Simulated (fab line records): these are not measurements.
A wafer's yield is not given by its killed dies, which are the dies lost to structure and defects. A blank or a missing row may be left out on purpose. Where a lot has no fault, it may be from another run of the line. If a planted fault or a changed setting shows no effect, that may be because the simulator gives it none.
Check for tools in common | flow n5-finfet | Lots sampled 10, wafers sampled 30

== REASON IT WAS OPENED ==
Flagged at N5_SD_EPI_N_INSPECT_26: reading raw-defect-count, on 2 of 10 lots. Fault-free wafers read 209, with a standard deviation of 40.
Rule: a lot gets a flag if all its wafers with a number sit over 4 standard deviations from that mean, or if no wafer of it has a number. As for the other lots, they are considered sound.

lot  | measured    | on                | raw-defect-count, wafer by wafer | flag
L371 | day 3 11:56 | defect-inspect-02 | 175 191 254                      |
L372 | day 3 15:52 | defect-inspect-01 | 203 148 136                      |
L376 | day 4 17:45 | defect-inspect-01 | 225 239 224                      |
L377 | day 5 00:43 | defect-inspect-02 | 171 167 210                      |
L381 | day 6 01:36 | defect-inspect-01 | 5915 6111 6158                   | FLAGGED
L382 | day 6 06:50 | defect-inspect-02 | 5914 5953 6039                   | FLAGGED
L386 | day 7 04:41 | defect-inspect-02 | 208 268 211                      |
L387 | day 7 11:29 | defect-inspect-02 | 215 173 156                      |
L391 | day 8 16:26 | defect-inspect-02 | 231 178 260                      |
L392 | day 8 21:59 | defect-inspect-02 | 175 237 190                      |
Averaged over the flagged lots the numbers come to 6015, +5806 from the usual (+99 or more standard deviations).

== EACH LOT AND THE TOOL IT RAN ON ==
Before the reading, the record contains 2 process steps out of a 1938-step route. Read each cell as the tool, then ch plus the chambers that the sampled wafers visited, then the start.
lot  | flag    | N5_SD_EPI_N_STRIP_47              | N5_SD_EPI_N_STRIP_38
L371 |         | rie-diel-04 ch 0,1,2, day 3 08:39 | plasma-asher-02 ch 0,1, day 3 08:46
L372 |         | rie-diel-03 ch 1,2,3, day 3 12:31 | plasma-asher-02 ch 0,1, day 3 12:39
L376 |         | rie-diel-04 ch 0,2,3, day 4 14:19 | plasma-asher-02 ch 0,1, day 4 14:27
L377 |         | rie-diel-04 ch 2,3, day 4 21:02   | plasma-asher-01 ch 0,1, day 4 21:10
L381 | FLAGGED | rie-diel-04 ch 0,1, day 5 22:18   | plasma-asher-01 ch 0,1, day 5 22:25
L382 | FLAGGED | rie-diel-04 ch 1,3, day 6 03:32   | plasma-asher-01 ch 0,1, day 6 03:40
L386 |         | rie-diel-03 ch 0,1,2, day 7 01:19 | plasma-asher-02 ch 0, day 7 01:27
L387 |         | rie-diel-04 ch 0,2, day 7 07:14   | plasma-asher-02 ch 0,1, day 7 07:22
L391 |         | rie-diel-04 ch 0,2, day 8 12:13   | plasma-asher-01 ch 1, day 8 12:20
L392 |         | rie-diel-04 ch 0,2,3, day 8 18:38 | plasma-asher-01 ch 0,1, day 8 18:46
What these steps do:
- N5_SD_EPI_N_STRIP_47: strips in CHF3/O2.
- N5_SD_EPI_N_STRIP_38: strips in N2/H2.
- N5_SD_EPI_N_INSPECT_26: inspects for defects (darkfield).

== FLAGGED AGAINST TOTAL, ONE TOOL AT A TIME (gauges that did the reading follow at the end) ==
step                   | tool              | lots run | flagged | share of the flagged lots | sound lots run after its first flagged lot
N5_SD_EPI_N_STRIP_47   | rie-diel-03       | 2        | 0       | none                      | -
N5_SD_EPI_N_STRIP_47   | rie-diel-04       | 8        | 2       | all                       | 3 (L387,L391,L392)
N5_SD_EPI_N_STRIP_38   | plasma-asher-01   | 5        | 2       | all                       | 2 (L391,L392)
N5_SD_EPI_N_STRIP_38   | plasma-asher-02   | 5        | 0       | none                      | -
N5_SD_EPI_N_INSPECT_26 | defect-inspect-01 | 3        | 1       | some                      | 0
N5_SD_EPI_N_INSPECT_26 | defect-inspect-02 | 7        | 1       | some                      | 4 (L386,L387,L391,L392)

== WHAT THE TABLE ALLOWS ==
rie-diel-04 at N5_SD_EPI_N_STRIP_47 and plasma-asher-01 at N5_SD_EPI_N_STRIP_38 are the 2 rows of the table that ran each flagged lot.
- rie-diel-04 at N5_SD_EPI_N_STRIP_47: 2 of its 8 lots flagged. Lots that were sound ran on it after the first flagged one (L387, L391, L392); a persistent fault on the entire tool would not allow that.
- plasma-asher-01 at N5_SD_EPI_N_STRIP_38: 2 of its 5 lots flagged. Lots that were sound ran on it after the first flagged one (L391, L392); a persistent fault on the entire tool would not allow that. On the flagged lots its readings are blank where sound lots have values: oes-product-au.
No row of the table ran every flagged lot and no sound lot after the first.

== WHAT THE SIMULATOR HAD INSERTED ==
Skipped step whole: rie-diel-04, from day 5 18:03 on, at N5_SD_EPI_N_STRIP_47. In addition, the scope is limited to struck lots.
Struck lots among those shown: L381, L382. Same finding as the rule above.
